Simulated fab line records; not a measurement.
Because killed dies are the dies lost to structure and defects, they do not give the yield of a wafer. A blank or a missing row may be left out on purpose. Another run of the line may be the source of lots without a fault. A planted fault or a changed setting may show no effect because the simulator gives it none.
Split-lot experiment | flow n5 finfet | route with 1938 steps; 7 lots, 21 wafers read

## THE SPLIT
At N5_PASSIVATION_EXPOSE_27 (exposes mask PAD, defocus 0 nm), the setting dose mj was moved away from the recipe's 32.3 on 8 of the 21 wafers read, by -5.9% to +3.6%. All remaining wafers had this setting at the recipe value.

## FROM THE SPLIT TO THE READING: what the file shows between them, 3 steps
- N5_PASSIVATION_PEB_28
- N5_PASSIVATION_DEVELOP_29: develop time 60 s
- N5_PASSIVATION_HARDBAKE_31: time 120 s

## THE READING
cd nm at N5_PASSIVATION_CD_MEAS_30, given in nm (cd target 4000 nm). A value of 4001.4 nm with a standard deviation of 1.9 nm is what fault-free wafers of this fab line usually give.

wafer  | tool, chamber at the split | dose mj as run | against the recipe | cd nm, nm | against lot-mates on the recipe
L077.1 | krf scanner-02, 0          | 30.87          | -4.4%              | 3994.9    | -5.9
L077.3 | krf scanner-02, 0          | 32.3           | recipe             | 4001.7    | -
L077.5 | krf scanner-02, 0          | 32.3           | recipe             | 4000.0    | -
L079.2 | krf scanner-02, 0          | 33.04          | +2.3%              | 4004.4    | +5.1
L079.3 | krf scanner-02, 0          | 32.3           | recipe             | 4000.0    | -
L079.5 | krf scanner-02, 0          | 32.3           | recipe             | 3998.6    | -
L078.1 | krf scanner-02, 0          | 32.3           | recipe             | 4000.9    | -
L078.2 | krf scanner-02, 0          | 33.46          | +3.6%              | 4005.0    | +4.1
L078.6 | krf scanner-02, 0          | 32.3           | recipe             | 4001.0    | -
L080.1 | krf scanner-01, 0          | 30.91          | -4.3%              | 3995.6    | -5.3
L080.2 | krf scanner-01, 0          | 30.91          | -4.3%              | 3995.3    | -5.6
L080.6 | krf scanner-01, 0          | 32.3           | recipe             | 4000.9    | -
L084.2 | krf scanner-02, 0          | 31.48          | -2.5%              | 3999.1    | -3.0
L084.5 | krf scanner-02, 0          | 32.3           | recipe             | 4002.1    | -
L084.6 | krf scanner-02, 0          | 31.48          | -2.5%              | 3998.9    | -3.2
L083.3 | krf scanner-02, 0          | 32.3           | recipe             | 3997.7    | -
L083.4 | krf scanner-02, 0          | 32.3           | recipe             | 4000.5    | -
L083.6 | krf scanner-02, 0          | 32.3           | recipe             | 4000.9    | -
L090.1 | krf scanner-02, 0          | 32.3           | recipe             | 4002.4    | -
L090.5 | krf scanner-02, 0          | 30.39          | -5.9%              | 3990.4    | -11.0
L090.6 | krf scanner-02, 0          | 32.3           | recipe             | 4000.5    | -

FIT RESULTS
A straight line over all 21 wafers: cd nm changes by +1.34 nm for each +1% of dose mj; r = +0.92; the points scatter about the line by 1.3 nm.
The same after taking each lot's own level away (the mean of its wafers on the recipe; 21 wafers): +1.49 nm for each +1%; r = +0.95; scatter 1.1 nm.
The reading moves by 8.8 nm for the largest change in dose mj, on that fit.
Across the lots, their own levels run from 3999.30 to 4002.10 nm, a range of 1.5 times the standard deviation given above.
So the lot-to-lot level changes the slope little: the two slopes agree.
Check: with one of the wafers moved furthest among these (-5.9%) left out of the fit, the line predicts -7.75 nm for it against its lot-mates. Against them it came out at -11 nm.

## THESE WAFERS: OTHER SPLITS
These wafers also went through other splits before the reading. Each is held against what the fit with the lots' levels taken away leaves over:
other split on the same wafers   | wafers away from the commonest value | r with cd nm (lot level and that fit taken away)
N5_BEOL_M14_ILD_DEP_00 time s    | 6                                    | +0.04
N5_BEOL_M14_DEP_53 time s        | 7                                    | +0.24
N5_BEOL_M15_EXPOSE_07 dose mj    | 7                                    | +0.11
N5_MIM_BOT_ETCH_ETCH_04 source w | 8                                    | -0.48

## THE FILE'S OWN FIT
cd nm changes by +1.53 nm for each +1% of dose mj, r = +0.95.
